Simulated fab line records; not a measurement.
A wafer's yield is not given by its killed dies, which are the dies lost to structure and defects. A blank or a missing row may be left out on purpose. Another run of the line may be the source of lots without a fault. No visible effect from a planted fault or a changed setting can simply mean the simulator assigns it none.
fab line records | flow n5_finfet
record: lots: 3 wafers: 9 last_day: 17
route steps=1938 shown BEOL_M3@1009 BEOL_M4@1021
lots that met no fault: from a run of the same line without faults
start_h: hours from the record's first day to the start of the lot's first wafer shown | wait_h: how many hours have passed since the lot's step before this one | " repeats the value in the row above | L1.1+2: one row covering several wafers at once | - no value, or no start was given | * or withheld: withheld | < > ~ a bound
route shown NAME@n: NAME is a module with steps in the file, n the number in the route of the first one | usual: mean and standard deviation over wafers with no fault | same: alike in all rows | chamber/n: place in a boat | sites: readings site by site | _std_site: the values' standard deviation | _edge_site: the outer-site mean with the inner-site mean subtracted | radius_mm: how far each site lies from the wafer's centre | mask NAME#n: copy n | behind: tool/chamber where the wafer was last shaped | hold: what put the lot on hold/how long, in hours/how the hold closed | device: which transistor (n, p or np) failed to switch | end of line: at the end of the route, the tests of the same wafers | a step given without rows: its recipe and nothing more | killed: the dies lost at the first sort to structure and to defects; this is not the yield of the wafer | map: the dies of a wafer, with x for killed, . for not killed, _ for no die there
set.NAME: the run value of the setting; set.NAME@STEP: its run value at that earlier step | model.NAME: the simulator's own value behind a step, which no gauge read
a table for each step, a row for each wafer; lots at some steps of the route
services: when a tool's chamber went out of use (start_h, in hours from the record's first day, below 0 if earlier), for how many hours, and the reason
== steps ==
step: N5_BEOL_M3_ANNEAL_95
recipe: temp_c: 400 time_s: 240 ambient: vacuum
step: N5_BEOL_M3_SPUTTER_96
recipe: material: Cu target_thk_a: 45 temp_c: -20 chamber_pressure_pa: 0.07 power_w: withheld time_s: 8.29
step: N5_BEOL_M3_ECD_50
recipe: material: Cu target_thk_a: 3000
step: N5_BEOL_M3_ANNEAL_51
recipe: temp_c: 225 time_s: 90 ambient: N2
step: N5_BEOL_M3_CMP_52
recipe: stop_on: SiOC t_overpolish_s: 6.8 down_force_psi: 1 platen_rpm: 50 clearing_platen_down_force_psi: 1.5 clearing_platen_rpm: 50 post_cmp_clean: cu_alkaline target_thk_nm: 40 clearing_platen_pad_velocity_m_s: 0.99484 pad_velocity_m_s: 0.99484
step: N5_BEOL_M3_PRE_CLEAN_60
recipe: gas: NH3/H2 time_s: 15 temp_c: * rf_power_w: 300
step: N5_BEOL_M3_CO_CAP_55
recipe: material: Co target_thk_a: 20 temp_c: 200 precursor: CCTBA/H2 pressure_torr: 30 time_s: 102.1
step: N5_BEOL_M3_PRE_CLEAN_56
recipe: gas: NH3 time_s: 15 temp_c: withheld rf_power_w: 300
step: N5_BEOL_M3_DEP_57
recipe: material: SiCN target_thk_a: 80 temp_c: withheld precursor: 3MS/NH3 pressure_torr: 3 rf_w: 202 time_s: 14
step: N5_BEOL_M4_ILD_DEP_00
recipe: material: SiOC target_thk_a: 790 temp_c: 350 precursor: DEMS/O2 pressure_torr: 5 rf_w: 500 time_s: 15.3
usual: heater_power_w: 462/92 showerhead_plenum_p_Torr: 5.690/0.012 throttle_valve_pct: 12.2/0.71
columns lot.wafer tool chamber start_h wait_h heater_power_w showerhead_plenum_p_Torr throttle_valve_pct model.SiOC_of_BEOL_M4_ILD_DEP_00.thk_nm
L290.2 pecvd-04 1 150.14 0.0 370 5.687 12.0 77.8
L290.3 " 0 " " 423 5.672 13.1 76.6
L290.4 " 0 " " 444 5.680 12.7 78.8
L303.3 pecvd-04 1 243.36 0.0 383 5.696 12.2 67.4
L303.4 " 2 " " 412 5.695 10.3 67.6
L303.6 " 0 " " 372 5.683 13.2 78.6
L311.2 pecvd-02 0 294.44 0.0 580 5.689 12.3 77.2
L311.3 " 2 " " 434 5.691 11.4 78
L311.5 " 2 " " 425 5.689 11.4 78.4
step: N5_BEOL_M4_THK_MEAS_01
recipe: reads: SiOC_of_BEOL_M4_ILD_DEP_00
usual: M4_ILD_THK: 79.0/1.3
columns lot.wafer tool chamber start_h wait_h M4_ILD_THK[nm]
L290.2 film_metro-01 - 150.21 0.1 77.7
L290.3 " - " " 76.7
L290.4 " - " " 78.8
L303.3 film_metro-02 - 243.43 0.1 67.5
L303.4 " - " " 67.5
L303.6 " - " " 78.5
L311.2 film_metro-02 - 294.51 0.1 77.2
L311.3 " - " " 77.9
L311.5 " - " " 78.4
step: N5_BEOL_M4_PECVD_72
recipe: material: SiO2 target_thk_a: 160 temp_c: 400 precursor: TEOS/O2 pressure_torr: 5.5 rf_w: 450 teos_flow_sccm: 53.8 gas: O2 flow_sccm: 3000 time_s: 18
step: N5_BEOL_M4_HM_DEP_02
recipe: material: TiN target_thk_a: 200 temp_c: 25 chamber_pressure_pa: 0.49996
step: N5_BEOL_M4_COAT_61
recipe: resist: SOC temp_c: 250 time_s: 60 spin_rpm: 1500 resist_thk_nm: 60
step: N5_BEOL_M4_COAT_62
recipe: resist: SiARC temp_c: 220 time_s: 60 spin_rpm: 1500 resist_thk_nm: 12
step: N5_BEOL_M4_COAT_73
recipe: resist: underlayer temp_c: 205 time_s: 60 spin_rpm: 1500 resist_thk_nm: 5
step: N5_BEOL_M4_COAT_05
recipe: resist: CAR-EUV spin_rpm: 1500 resist_thk_nm: 30
step: N5_BEOL_M4_EBR_07
recipe: solvent: PGMEA ebr_width_mm: 1.5
step: N5_BEOL_M4_SOFTBAKE_06
recipe: temp_c: 110 time_s: 60 resist: CAR-EUV
step: N5_BEOL_M4_EXPOSE_08
recipe: mask_id: M4 na: 0.33 source_shape: dipole sigma_inner: 0.369 sigma_outer: 0.767 polarization: unpolarized dose_mj: 41.25
step: N5_BEOL_M4_PEB_09
recipe: peb_temp_c: 100 peb_time_s: 60 resist: CAR-EUV
step: N5_BEOL_M4_DEVELOP_10
recipe: develop_time_s: 30 developer: TMAH resist: CAR-EUV rinse_liquid: surfactant_rinse dry: air_spin dev_temp_c: 23
step: N5_BEOL_M4_DESCUM_16
recipe: chemistry: O2 time_s: 7 source_power_w: 50 bias_power_w: 20 pressure_mtorr: 20 rf_frequency_hz: 2.712e+07 temp_c: 40 resist: CAR-EUV o2_flow_sccm: 225
step: N5_BEOL_M4_ETCH_74
recipe: chemistry: N2/H2 target: underlayer target_depth_a: 65 mask_material: CAR-EUV time_s: 5.2 ion_energy_ev: 200 pressure_mtorr: 30 source_w: 840 bias_w: 150 n2_flow_sccm: 200 h2_flow_sccm: 200 ends: cleared
step: N5_BEOL_M4_ETCH_63
recipe: chemistry: CF4 target: SiARC target_depth_a: 156 mask_material: CAR-EUV time_s: 26 ion_energy_ev: 80 pressure_mtorr: 40 source_w: 545 bias_w: 36 Ar_flow_sccm: 100 cf4_flow_sccm: 100 ends: cleared
step: N5_BEOL_M4_ETCH_64
recipe: chemistry: N2/H2 target: SOC target_depth_a: 750 overetch_a: 225 mask_material: SiARC temp_c: 40 time_s: 121.9 ion_energy_ev: 200 pressure_mtorr: 30 source_w: 840 bias_w: 150 n2_flow_sccm: 200 h2_flow_sccm: 200
step: N5_BEOL_M4_STRIP_65
recipe: chemistry: N2/H2 temp_c: 40 n2_flow_sccm: 200 h2_flow_sccm: 200 rf_frequency_hz: 6e+07
step: N5_BEOL_M4_STRIP_75
recipe: chemistry: N2/H2 temp_c: 40 n2_flow_sccm: 200 h2_flow_sccm: 200 rf_frequency_hz: 6e+07
step: N5_BEOL_M4_STRIP_66
recipe: chemistry: CF4 resist: SiARC power_w: 300 bias_power_w: 75 pressure_mtorr: 50 cf4_flow_sccm: 150 rf_frequency_hz: 6e+07
step: N5_BEOL_M4_HM_OPEN_17
recipe: chemistry: Cl2/BCl3 target_depth_a: 200 overetch_a: 60 target: TiN mask_material: SOC ion_energy_ev: 150 pressure_mtorr: 10 icp_w: 1000 bias_w: 126 Cl2_flow_sccm: 53.25 bcl3_flow_sccm: 21.75 Ar_flow_sccm: 25
step: N5_BEOL_M4_STRIP_19
recipe: chemistry: O2 power_w: 400 temp_c: 40 pressure_mtorr: 30 rf_frequency_hz: 6e+07 bias_power_w: 0 overash_fraction: 0.2 o2_flow_sccm: 225
step: N5_BEOL_M4_COAT_67
recipe: resist: SOC temp_c: 250 time_s: 60 spin_rpm: 1500 resist_thk_nm: 60
step: N5_BEOL_M4_COAT_68
recipe: resist: SiARC temp_c: 220 time_s: 60 spin_rpm: 1500 resist_thk_nm: 12
step: N5_BEOL_M4_COAT_76
recipe: resist: underlayer temp_c: 205 time_s: 60 spin_rpm: 1500 resist_thk_nm: 5
step: N5_BEOL_M4_COAT_22
recipe: resist: CAR-EUV spin_rpm: 1500 resist_thk_nm: 30
step: N5_BEOL_M4_CMP_52
recipe: stop_on: SiOC t_overpolish_s: 6.8 down_force_psi: 1 platen_rpm: 50 clearing_platen_down_force_psi: 1.5 clearing_platen_rpm: 50 post_cmp_clean: cu_alkaline target_thk_nm: 40 clearing_platen_pad_velocity_m_s: 0.99484 pad_velocity_m_s: 0.99484
usual: motor_current_A: 6.1/0.72
columns lot.wafer tool chamber start_h wait_h motor_current_A model.SiOC_of_BEOL_M4_ILD_DEP_00.thk_nm
L290.2 cmp-01 3 162.74 0.4 6.3 74.8
L290.3 " 1 " " 5.1 73.6
L290.4 " 2 " " 5.4 75.8
L303.4 cmp-03 2 256.50 0.2 7.7 64.6
L303.3 " 3 " " 5.0 64.4
L303.6 " 1 " " 5.7 75.6
L311.3 cmp-03 2 309.86 0.2 7.5 75
L311.2 " 3 " " 5.3 74.2
L311.5 " 1 " " 5.8 75.4
step: N5_BEOL_M4_RC_MEAS_101
usual: DIBL_N: 37.5/2.5 DIBL_P: 38/3.1 IOFF_N: 0.19/0.059 IOFF_P: 0.24/0.061 ION_N: 679/16 ION_P: 465/9.8 SS_N: 72.0/0.8 SS_P: 73.7/0.86 VT_N: 248/4.5 VT_P: -249/3.5
columns lot.wafer tool chamber start_h wait_h DIBL_N[mV/V] DIBL_P[mV/V] IOFF_N[nA/um] IOFF_P[nA/um] ION_N[uA/um] ION_P[uA/um] SS_N[mV/dec] SS_P[mV/dec] VT_N[mV] VT_P[mV]
L290.2 prober-02 0 163.50 0.2 38.2 37 0.18 0.21 675 457 72.1 73.4 252 -251
L290.3 " 0 " " 37.0 37 0.16 0.23 676 469 71.6 73.1 249 -249
L290.4 " 0 " " 41.6 42 0.28 0.30 683 459 73.3 74.7 246 -245
L303.3 prober-02 0 257.34 0.3 43.9 45 0.41 0.56 724 496 73.8 75.5 236 -235
L303.4 " 0 " " 36.5 34 0.15 0.23 690 476 71.1 72.3 250 -245
L303.6 " 0 " " 36.9 34 0.17 0.24 683 472 72.2 73.3 247 -243
L311.2 prober-01 0 310.58 0.2 43.1 44 0.36 0.33 707 474 73.5 74.9 239 -246
L311.3 " 0 " " 38.4 39 0.19 0.22 678 460 71.5 74.5 250 -252
L311.5 " 0 " " 38.9 38 0.22 0.23 681 459 72.7 74.1 247 -251
== services ==
columns tool chamber start_h hours kind
cmp-03 - 149.96 3.7 repair
pecvd-02 2 167.45 5.0 scheduled_down
cmp-03 - 169.69 6.0 pm
pecvd-04 1 178.07 2.1 scheduled_down
pecvd-02 0 182.67 2.3 repair
pecvd-02 - 184.08 0.6 repair
cmp-03 - 197.42 0.9 repair
cmp-01 - 200.65 0.3 repair
cmp-01 - 203.69 1.4 repair
pecvd-04 2 204.83 2.1 scheduled_down
pecvd-04 2 206.96 - clean
pecvd-04 2 206.96 - consumable_replace:showerhead
pecvd-04 2 206.96 29.0 scheduled_down
pecvd-04 2 206.96 29.0 vent_cycle
pecvd-02 0 231.33 2.1 scheduled_down
cmp-03 - 289.89 0.8 repair
cmp-01 - 291.28 3.5 repair
pecvd-04 1 302.38 10.1 repair
== key ==
first_sign: step: N5_BEOL_M4_THK_MEAS_01 reading: M4_ILD_THK direction: down sigmas: 8.9 usual: 79.0 struck: 67.5
effect none on later readings
model_effect: step: N5_BEOL_M4_ILD_DEP_00 value: SiOC_of_BEOL_M4_ILD_DEP_00.thk_nm without: 79.1 struck: 67.5
model_effect: step: N5_BEOL_M4_CMP_52 value: SiOC_of_BEOL_M4_ILD_DEP_00.thk_nm without: 76.1 struck: 64.5
met_at N5_BEOL_M4_ILD_DEP_00
struck_wafers L303.3,L303.4
onset_between 150.14 243.36
fault: kind: process_parameter_drift tool: pecvd-04 chamber: - onset_h: 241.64 steps: N5_BEOL_M4_ILD_DEP_00 channel: target_thk_a offset: * shape: step end_h: 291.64 scope: struck_wafers_only acts_in: * stated: *
